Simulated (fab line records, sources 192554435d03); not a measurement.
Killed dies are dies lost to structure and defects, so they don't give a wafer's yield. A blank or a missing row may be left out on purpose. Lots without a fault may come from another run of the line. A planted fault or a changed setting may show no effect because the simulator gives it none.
Which tool did it? | flow n5_finfet | 24 lots, 72 wafers sampled, at 6 steps of a route of 1938

WHAT THE GAUGES READ, wafer by wafer
N5_FIN_SAQP_THK_MEAS_07.
lot  | measured    | on            | thk_nm (nm)
L074 | day 1 21:06 | film_metro-01 | 60.2 60.2 60.6
L075 | day 2 03:35 | film_metro-02 | 59.9 59.0 59.3
L076 | day 2 09:31 | film_metro-02 | 59.0 59.6 60.5
L077 | day 2 15:05 | film_metro-01 | 60.8 61.0 60.6
L078 | day 2 21:36 | film_metro-01 | 60.5 59.8 60.6
L079 | day 3 04:47 | film_metro-02 | 59.5 60.5 61.1
L080 | day 3 11:35 | film_metro-01 | 60.2 60.1 60.2
L081 | day 3 16:22 | film_metro-02 | 58.8 59.0 59.9
L082 | day 3 20:38 | film_metro-02 | 58.9 60.0 59.9
L083 | day 4 03:14 | film_metro-02 | 59.6 59.4 60.7
L084 | day 4 09:23 | film_metro-01 | 57.3 59.8 59.0
L085 | day 4 16:40 | film_metro-01 | 59.2 59.3 58.4
L086 | day 4 22:35 | film_metro-01 | 58.4 59.5 59.4
L087 | day 5 03:27 | film_metro-02 | 58.7 59.9 60.0
L088 | day 5 09:25 | film_metro-01 | 59.6 60.4 59.8
L089 | day 5 16:20 | film_metro-01 | 59.0 58.3 59.2
L090 | day 5 21:22 | film_metro-02 | 60.2 59.7 60.5
L091 | day 6 03:03 | film_metro-01 | 59.9 60.1 60.6
L092 | day 6 11:29 | film_metro-02 | 58.4 57.9 56.6
L093 | day 6 15:30 | film_metro-01 | 59.4 59.2 58.4
L094 | day 6 21:07 | film_metro-01 | 59.7 60.6 60.5
L095 | day 7 03:26 | film_metro-02 | 58.4 58.6 60.6
L096 | day 7 09:44 | film_metro-02 | 59.6 60.6 60.9
L097 | day 7 15:26 | film_metro-02 | 58.8 59.9 60.1

N5_FIN_CUT_CD_MEAS_08: target cd 29.1 nm.
lot  | measured    | on        | cd_nm (nm)
L074 | day 2 02:14 | cd_sem-01 | 29.72 29.34 29.13
L075 | day 2 09:21 | cd_sem-03 | 28.91 29.48 29.31
L076 | day 2 14:50 | cd_sem-01 | 29.18 29.13 28.60
L077 | day 2 21:07 | cd_sem-03 | 29.40 29.29 29.22
L078 | day 3 03:32 | cd_sem-01 | 29.08 29.15 28.67
L079 | day 3 10:00 | cd_sem-01 | 29.08 29.28 29.20
L080 | day 3 19:31 | cd_sem-03 | 28.85 28.94 28.94
L081 | day 3 21:50 | cd_sem-01 | 29.15 29.19 29.06
L082 | day 4 02:03 | cd_sem-03 | 29.12 28.78 29.22
L083 | day 4 08:53 | cd_sem-02 | 28.80 28.80 28.79
L084 | day 4 14:38 | cd_sem-03 | 29.44 29.29 29.70
L085 | day 4 23:12 | cd_sem-01 | 29.22 28.88 29.64
L086 | day 5 04:07 | cd_sem-01 | 29.26 29.48 29.34
L087 | day 5 08:42 | cd_sem-01 | 29.15 29.15 29.26
L088 | day 5 15:05 | cd_sem-02 | 29.03 29.26 29.10
L089 | day 5 21:40 | cd_sem-03 | 28.94 29.46 28.84
L090 | day 6 02:54 | cd_sem-03 | 29.33 29.64 29.28
L091 | day 6 09:34 | cd_sem-03 | 29.11 29.28 29.14
L092 | day 6 16:54 | cd_sem-02 | 29.41 28.90 29.22
L093 | day 6 21:39 | cd_sem-03 | 29.23 28.95 29.20
L094 | day 7 04:01 | cd_sem-01 | 28.96 28.88 28.64
L095 | day 7 09:04 | cd_sem-02 | 29.04 29.27 28.66
L096 | day 7 15:10 | cd_sem-03 | 29.30 29.29 29.22
L097 | day 7 20:38 | cd_sem-03 | 29.33 29.09 29.11

WHICH TOOL RAN EACH LOT (tool, then ch and the chambers of the sampled wafers, then the start)
lot  | N5_FIN_SAQP_ETCH_65             | N5_FIN_SAQP_ETCH_69               | N5_FIN_SAQP_RECESS_71             | N5_FIN_SAQP_ETCH_64
L074 | rie_si-03 ch 0,2,3, day 1 23:50 | rie_diel-01 ch 0,1,2, day 2 00:24 | vapor_etch-01 ch 0,1, day 2 00:34 | rie_si-01 ch 0,3, day 2 01:32
L075 | rie_si-01 ch 0,1,3, day 2 06:22 | rie_diel-01 ch 1,2,3, day 2 06:56 | vapor_etch-01 ch 0,1, day 2 07:05 | rie_si-03 ch 0,1,3, day 2 08:38
L076 | rie_si-05 ch 0,3, day 2 12:21   | rie_diel-01 ch 1,2,3, day 2 12:55 | vapor_etch-02 ch 1, day 2 13:04   | rie_si-01 ch 2,3, day 2 14:16
L077 | rie_si-01 ch 0,1,2, day 2 17:50 | rie_diel-06 ch 0,2, day 2 18:31   | vapor_etch-02 ch 0,1, day 2 18:43 | rie_si-03 ch 0,1,2, day 2 20:25
L078 | rie_si-03 ch 0,1,2, day 3 00:59 | rie_diel-01 ch 0,1,3, day 3 01:32 | vapor_etch-02 ch 0,1, day 3 01:42 | rie_si-01 ch 0,2, day 3 02:50
L079 | rie_si-01 ch 0,1,3, day 3 07:34 | rie_diel-02 ch 1,2,3, day 3 08:09 | vapor_etch-01 ch 0,1, day 3 08:19 | rie_si-03 ch 0,1,3, day 3 09:18
L080 | rie_si-01 ch 1,2,3, day 3 14:44 | rie_diel-01 ch 1,2,3, day 3 15:22 | vapor_etch-01 ch 0,1, day 3 15:31 | rie_si-03 ch 1,2,3, day 3 16:38
L081 | rie_si-05 ch 0,1, day 3 19:19   | rie_diel-01 ch 1,2, day 3 20:00   | vapor_etch-01 ch 0,1, day 3 20:12 | rie_si-03 ch 0,1, day 3 21:08
L082 | rie_si-03 ch 2,3, day 3 23:37   | rie_diel-02 ch 1,3, day 4 00:20   | vapor_etch-02 ch 0,1, day 4 00:29 | rie_si-01 ch 0,3, day 4 01:29
L083 | rie_si-01 ch 2,3, day 4 06:26   | rie_diel-01 ch 0,2, day 4 07:02   | vapor_etch-02 ch 0,1, day 4 07:12 | rie_si-03 ch 0,1,2, day 4 08:11
L084 | rie_si-05 ch 1,2,3, day 4 12:08 | rie_diel-02 ch 0,2,3, day 4 12:42 | vapor_etch-01 ch 0,1, day 4 12:52 | rie_si-03 ch 0,2,3, day 4 13:56
L085 | rie_si-01 ch 0,2,3, day 4 19:33 | rie_diel-01 ch 1,2,3, day 4 20:14 | vapor_etch-02 ch 0,1, day 4 20:23 | rie_si-03 ch 0,1,3, day 4 22:38
L086 | rie_si-01 ch 2,3, day 5 01:28   | rie_diel-06 ch 1,3, day 5 02:02   | vapor_etch-02 ch 0,1, day 5 02:12 | rie_si-01 ch 0,2, day 5 03:32
L087 | rie_si-01 ch 0,2,3, day 5 06:12 | rie_diel-06 ch 0,1, day 5 06:47   | vapor_etch-02 ch 0, day 5 06:57   | rie_si-01 ch 1,3, day 5 07:59
L088 | rie_si-01 ch 1,2,3, day 5 12:25 | rie_diel-06 ch 0,1,2, day 5 13:13 | vapor_etch-01 ch 0,1, day 5 13:23 | rie_si-05 ch 1,2,3, day 5 14:23
L089 | rie_si-01 ch 1,3, day 5 19:05   | rie_diel-06 ch 0,1,3, day 5 19:39 | vapor_etch-01 ch 0,1, day 5 19:49 | rie_si-03 ch 0,2, day 5 21:06
L090 | rie_si-05 ch 0,1,2, day 6 00:20 | rie_diel-06 ch 0,1, day 6 00:53   | vapor_etch-02 ch 0,1, day 6 01:06 | rie_si-01 ch 0,1,2, day 6 02:20
L091 | rie_si-01 ch 0,1,2, day 6 07:08 | rie_diel-06 ch 0,1,3, day 6 07:43 | vapor_etch-02 ch 0, day 6 07:53   | rie_si-01 ch 0,1, day 6 08:52
L092 | rie_si-01 ch 0,1, day 6 14:19   | rie_diel-01 ch 0,2,3, day 6 14:56 | vapor_etch-01 ch 0,1, day 6 15:06 | rie_si-01 ch 0,1, day 6 16:09
L093 | rie_si-01 ch 0,1, day 6 18:52   | rie_diel-06 ch 1,2,3, day 6 19:26 | vapor_etch-01 ch 0,1, day 6 19:36 | rie_si-05 ch 1,2, day 6 20:57
L094 | rie_si-03 ch 0,1, day 7 01:02   | rie_diel-02 ch 1,2,3, day 7 01:36 | vapor_etch-02 ch 0,1, day 7 01:46 | rie_si-01 ch 0,1, day 7 03:19
L095 | rie_si-03 ch 1,2,3, day 7 06:37 | rie_diel-06 ch 1,3, day 7 07:11   | vapor_etch-01 ch 0,1, day 7 07:20 | rie_si-03 ch 1,2, day 7 08:22
L096 | rie_si-05 ch 1,2,3, day 7 12:47 | rie_diel-06 ch 0,3, day 7 13:21   | vapor_etch-02 ch 0,1, day 7 13:33 | rie_si-01 ch 2,3, day 7 14:35
L097 | rie_si-05 ch 1,2,3, day 7 18:13 | rie_diel-06 ch 2,3, day 7 18:47   | vapor_etch-01 ch 0,1, day 7 18:59 | rie_si-03 ch 0,1, day 7 19:56
- N5_FIN_SAQP_ETCH_65: etches SiO2 in CF4, target depth 4 nm, time 4.4 s.
- N5_FIN_SAQP_ETCH_69: etches SOC in N2/H2, stops on SiNx, target depth 150 nm.
- N5_FIN_SAQP_RECESS_71: chemistry HF/NH3, target SiO2, target depth 3 nm, afs cycles 1, sublimation time 60 s.
- N5_FIN_SAQP_ETCH_64: etches SiO2 in CF4, target depth 1.5 nm.

WHAT THE TOOLS THEMSELVES READ (means of the sampled wafers that have a number; where no wafer has one, the mark that the record gives instead)
N5_FIN_SAQP_ETCH_65.
lot  | tool      | drypump_motor_current_A (A) | oes_product_au (a.u.) | throttle_valve_pct (%)
L074 | rie_si-03 | 5.42                        | 1.033                 | 21.53
L075 | rie_si-01 | 5.60                        | 1.008                 | 21.64
L076 | rie_si-05 | 5.46                        | 0.998                 | 21.92
L077 | rie_si-01 | 5.38                        | 0.989                 | 21.65
L078 | rie_si-03 | 5.59                        | 1.016                 | 21.60
L079 | rie_si-01 | 5.59                        | 1.000                 | 21.64
L080 | rie_si-01 | 5.47                        | 0.993                 | 21.62
L081 | rie_si-05 | 5.29                        | 1.002                 | 22.03
L082 | rie_si-03 | 5.24                        | 1.040                 | 21.49
L083 | rie_si-01 | 5.63                        | 1.013                 | 21.58
L084 | rie_si-05 | 5.40                        | 0.997                 | 21.93
L085 | rie_si-01 | 5.55                        | 1.011                 | 21.62
L086 | rie_si-01 | 5.63                        | 0.998                 | 21.59
L087 | rie_si-01 | 5.56                        | 1.012                 | 21.63
L088 | rie_si-01 | 5.43                        | 0.990                 | 21.61
L089 | rie_si-01 | 5.66                        | 1.006                 | 21.60
L090 | rie_si-05 | 5.21                        | 0.989                 | 22.00
L091 | rie_si-01 | 5.41                        | 0.994                 | 21.65
L092 | rie_si-01 | 5.53                        | 1.000                 | 21.69
L093 | rie_si-01 | 5.44                        | 0.986                 | 21.66
L094 | rie_si-03 | 5.64                        | 0.999                 | 21.79
L095 | rie_si-03 | 5.30                        | 1.013                 | 21.68
L096 | rie_si-05 | 5.41                        | 0.995                 | 21.93
L097 | rie_si-05 | 5.42                        | 0.995                 | 21.93

N5_FIN_SAQP_ETCH_69.
lot  | tool        | drypump_motor_current_A (A) | oes_product_au (a.u.) | rf_vpp_V (V) | showerhead_plenum_p_Torr (Torr) | throttle_valve_pct (%)
L074 | rie_diel-01 | 6.1                         | 0.78                  | 240.5        | 2.51                            | 17.54
L075 | rie_diel-01 | 6.0                         | 0.83                  | 240.8        | 2.49                            | 17.55
L076 | rie_diel-01 | 6.0                         | 0.83                  | 240.6        | 2.49                            | 17.55
L077 | rie_diel-06 | 6.4                         | 0.74                  | 241.7        | 2.65                            | 17.96
L078 | rie_diel-01 | 5.8                         | 0.84                  | 240.8        | 2.51                            | 17.54
L079 | rie_diel-02 | 5.3                         | 0.80                  | 242.2        | 2.60                            | 17.80
L080 | rie_diel-01 | 6.0                         | 0.81                  | 240.1        | 2.49                            | 17.57
L081 | rie_diel-01 | 6.4                         | 0.78                  | 239.2        | 2.48                            | 17.56
L082 | rie_diel-02 | 5.3                         | 0.73                  | 241.5        | 2.66                            | 18.11
L083 | rie_diel-01 | 6.0                         | 0.75                  | 241.0        | 2.53                            | 17.56
L084 | rie_diel-02 | 5.5                         | 0.84                  | 240.7        | 2.59                            | 17.76
L085 | rie_diel-01 | 6.0                         | 0.80                  | 240.4        | 2.49                            | 17.60
L086 | rie_diel-06 | 5.5                         | 0.77                  | 241.1        | 2.53                            | 17.74
L087 | rie_diel-06 | 6.2                         | 0.72                  | 242.4        | 2.63                            | 17.99
L088 | rie_diel-06 | 5.9                         | 0.75                  | 242.0        | 2.65                            | 17.93
L089 | rie_diel-06 | 5.8                         | 0.73                  | 240.8        | 2.58                            | 17.88
L090 | rie_diel-06 | 6.2                         | 0.71                  | 242.1        | 2.63                            | 18.00
L091 | rie_diel-06 | 5.8                         | 0.73                  | 240.8        | 2.57                            | 17.88
L092 | rie_diel-01 | 5.8                         | 0.77                  | 238.9        | 2.50                            | 17.62
L093 | rie_diel-06 | 5.6                         | 0.76                  | 240.9        | 2.60                            | 17.82
L094 | rie_diel-02 | 5.2                         | 0.76                  | 240.6        | 2.59                            | 17.85
L095 | rie_diel-06 | 5.3                         | 0.75                  | 241.5        | 2.58                            | 17.83
L096 | rie_diel-06 | 6.4                         | 0.88                  | 240.1        | 2.56                            | 17.67
L097 | rie_diel-06 | 5.7                         | 0.75                  | 240.8        | 2.53                            | 17.78

N5_FIN_SAQP_RECESS_71.
lot  | tool          | drypump_motor_current_A (A) | temp_c (C)
L074 | vapor_etch-01 | 6.5                         | 29.89
L075 | vapor_etch-01 | 6.3                         | 29.95
L076 | vapor_etch-02 | 6.0                         | 29.98
L077 | vapor_etch-02 | 5.5                         | 30.15
L078 | vapor_etch-02 | 5.5                         | 30.05
L079 | vapor_etch-01 | 6.3                         | 29.98
L080 | vapor_etch-01 | 6.3                         | 30.07
L081 | vapor_etch-01 | 6.5                         | 30.08
L082 | vapor_etch-02 | 5.7                         | 29.97
L083 | vapor_etch-02 | 5.5                         | 30.03
L084 | vapor_etch-01 | 6.3                         | 30.12
L085 | vapor_etch-02 | 5.5                         | 30.11
L086 | vapor_etch-02 | 5.5                         | 30.07
L087 | vapor_etch-02 | 5.2                         | 30.14
L088 | vapor_etch-01 | 6.4                         | 29.98
L089 | vapor_etch-01 | 6.5                         | 30.08
L090 | vapor_etch-02 | 5.7                         | 30.03
L091 | vapor_etch-02 | 5.2                         | 30.00
L092 | vapor_etch-01 | 6.4                         | 30.04
L093 | vapor_etch-01 | 6.5                         | 29.94
L094 | vapor_etch-02 | 5.7                         | 30.00
L095 | vapor_etch-01 | 6.5                         | 30.03
L096 | vapor_etch-02 | 5.7                         | 29.96
L097 | vapor_etch-01 | 6.5                         | 29.92

N5_FIN_SAQP_ETCH_64.
lot  | tool      | drypump_motor_current_A (A) | oes_product_au (a.u.) | throttle_valve_pct (%)
L074 | rie_si-01 | 5.71                        | 1.014                 | 21.65
L075 | rie_si-03 | 5.48                        | 1.004                 | 21.71
L076 | rie_si-01 | 5.61                        | 1.010                 | 21.58
L077 | rie_si-03 | 5.58                        | 1.029                 | 21.59
L078 | rie_si-01 | 5.51                        | 1.003                 | 21.66
L079 | rie_si-03 | 5.49                        | 1.014                 | 21.72
L080 | rie_si-03 | 5.33                        | 1.013                 | 21.67
L081 | rie_si-03 | 5.66                        | 1.004                 | 21.79
L082 | rie_si-01 | 5.76                        | 1.023                 | 21.61
L083 | rie_si-03 | 5.58                        | 1.026                 | 21.60
L084 | rie_si-03 | 5.39                        | 1.020                 | 21.51
L085 | rie_si-03 | 5.48                        | 1.003                 | 21.71
L086 | rie_si-01 | 5.36                        | 1.000                 | 21.64
L087 | rie_si-01 | 5.49                        | 0.983                 | 21.62
L088 | rie_si-05 | 5.40                        | 0.993                 | 21.93
L089 | rie_si-03 | 5.49                        | 1.046                 | 21.42
L090 | rie_si-01 | 5.40                        | 0.993                 | 21.66
L091 | rie_si-01 | 5.44                        | 0.990                 | 21.67
L092 | rie_si-01 | 5.54                        | 1.003                 | 21.68
L093 | rie_si-05 | 5.16                        | 1.001                 | 21.98
L094 | rie_si-01 | 5.55                        | 0.995                 | 21.68
L095 | rie_si-03 | 5.46                        | 1.013                 | 21.76
L096 | rie_si-01 | 5.61                        | 1.002                 | 21.42
L097 | rie_si-03 | 5.66                        | 1.000                 | 21.78

THE ANSWER, worked out from the rows above alone
Rule: what is usual is taken from the lots themselves. Put in order of their means at a reading, lots are off if they are a third of the lots or fewer, leave a main group of 4 or more, and stand apart from it by a gap of 3 or more times the standard deviation of the main group's means; of several such gaps the widest counts. A main group whose means are all the same, to the digits that the tables above print for the reading, isn't used. A lot without any number at a reading at which 4 lots or more have one is off too. The other lots that the step has rows for count as sound. The gauges are gone through in route order, then the tools' own readings, and for those a lot's mean is taken as printed above. The first step at which some lot is off is used, and at that step the reading that is off furthest; a lot without a number counts as furthest.
No lot is off at any reading shown: from this, nothing can be told.

WHAT THE SIMULATOR HAD PUT IN
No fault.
